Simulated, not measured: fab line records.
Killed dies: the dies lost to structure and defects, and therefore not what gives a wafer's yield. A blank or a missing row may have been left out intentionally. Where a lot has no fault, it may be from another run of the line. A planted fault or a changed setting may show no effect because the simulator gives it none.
Split-lot experiment    flow n5-finfet    on a route of 1938 steps: 7 lots, 21 wafers read

## THE SPLIT
At N5_MIM_BOT_LITHO_EXPOSE_05 (exposes mask MIM BOT), the setting dose-mj was moved away from the recipe's 24.25 on 7 of the 21 wafers read, by -5.2% to +5.1%. The other wafers ran this setting at the recipe's value.

## FROM THE SPLIT TO THE READING: what the file shows between them, 3 steps
- N5_MIM_BOT_LITHO_PEB_06
- N5_MIM_BOT_LITHO_DEVELOP_07: develop time 60 s
- N5_MIM_BOT_LITHO_HARDBAKE_09: time 120 s

## THE READING
Shown in nm: cd-nm at N5_MIM_BOT_LITHO_CD_MEAS_08, with target cd 3000 nm. Fault-free wafers of this fab line usually give 3000.0 nm, standard deviation 1.8 nm.

wafer   tool, chamber at the split  dose-mj as run  against the recipe  cd-nm, nm  against lot-mates on the recipe
L078.1  krf-scanner-02, 0           24.25           recipe              2998.7     -
L078.5  krf-scanner-02, 0           23.42           -3.4%               2995.3     -3.0
L078.6  krf-scanner-02, 0           24.25           recipe              2998.0     -
L077.2  krf-scanner-01, 0           25.49           +5.1%               3007.7     +11.1
L077.4  krf-scanner-01, 0           24.25           recipe              2995.7     -
L077.6  krf-scanner-01, 0           24.25           recipe              2997.6     -
L079.4  krf-scanner-02, 0           24.25           recipe              2998.8     -
L079.5  krf-scanner-02, 0           24.25           recipe              2999.0     -
L079.6  krf-scanner-02, 0           24.25           recipe              2999.9     -
L082.1  krf-scanner-02, 0           23.37           -3.6%               2994.7     -2.9
L082.4  krf-scanner-02, 0           24.25           recipe              2997.6     -
L082.6  krf-scanner-02, 0           23.37           -3.6%               2992.9     -4.7
L084.3  krf-scanner-01, 0           24.25           recipe              2999.8     -
L084.4  krf-scanner-01, 0           24.25           recipe              3001.0     -
L084.5  krf-scanner-01, 0           24.25           recipe              2998.3     -
L086.2  krf-scanner-01, 0           24.25           recipe              2998.1     -
L086.3  krf-scanner-01, 0           24.25           recipe              2998.2     -
L086.4  krf-scanner-01, 0           25.3            +4.3%               3008.4     +10.3
L089.1  krf-scanner-02, 0           23              -5.2%               2991.8     -9.7
L089.3  krf-scanner-02, 0           23              -5.2%               2993.3     -8.2
L089.5  krf-scanner-02, 0           24.25           recipe              3001.5     -

FIT RESULTS
A straight line over all 21 wafers: cd-nm changes by +1.5 nm for each +1% of dose-mj; r = +0.93; the points scatter about the line by 1.6 nm.
The same after taking each lot's own level away (the mean of its wafers on the recipe; 21 wafers): +1.75 nm for each +1%; r = +0.96; scatter 1.3 nm.
The reading moves by 9 nm for the largest change in dose-mj, on that fit.
Across the lots, their own levels run from 2996.65 to 3001.50 nm, a range of 2.7 times the standard deviation given above.
Hence the slope depends on the lot-to-lot level, as the two fits are not the same.
Check: for one of the wafers moved furthest among these (-5.2%), held out of the fit, the line's prediction against its lot-mates is -8.06 nm. Against them it came out at -9.7 nm.

## ADDITIONAL SPLITS CARRIED BY THESE WAFERS
Other splits were also applied to these wafers ahead of the reading. Each is held against what the fit with the lots' levels taken away leaves over:
other split on the same wafers     wafers away from the commonest value  r with cd-nm (lot level and that fit taken away)
N5_BEOL_M12_DEP_53 time-s          7                                     +0.00
N5_BEOL_M13_TRENCH_ETCH_34 time-s  9                                     +0.03
N5_BEOL_M14_DEP_53 time-s          5                                     -0.04
N5_BEOL_M15_COAT_04 spin-rpm       6                                     +0.11

## THE FILE'S OWN FIT
cd-nm changes by +1.78 nm for each +1% of dose-mj, r = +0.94.
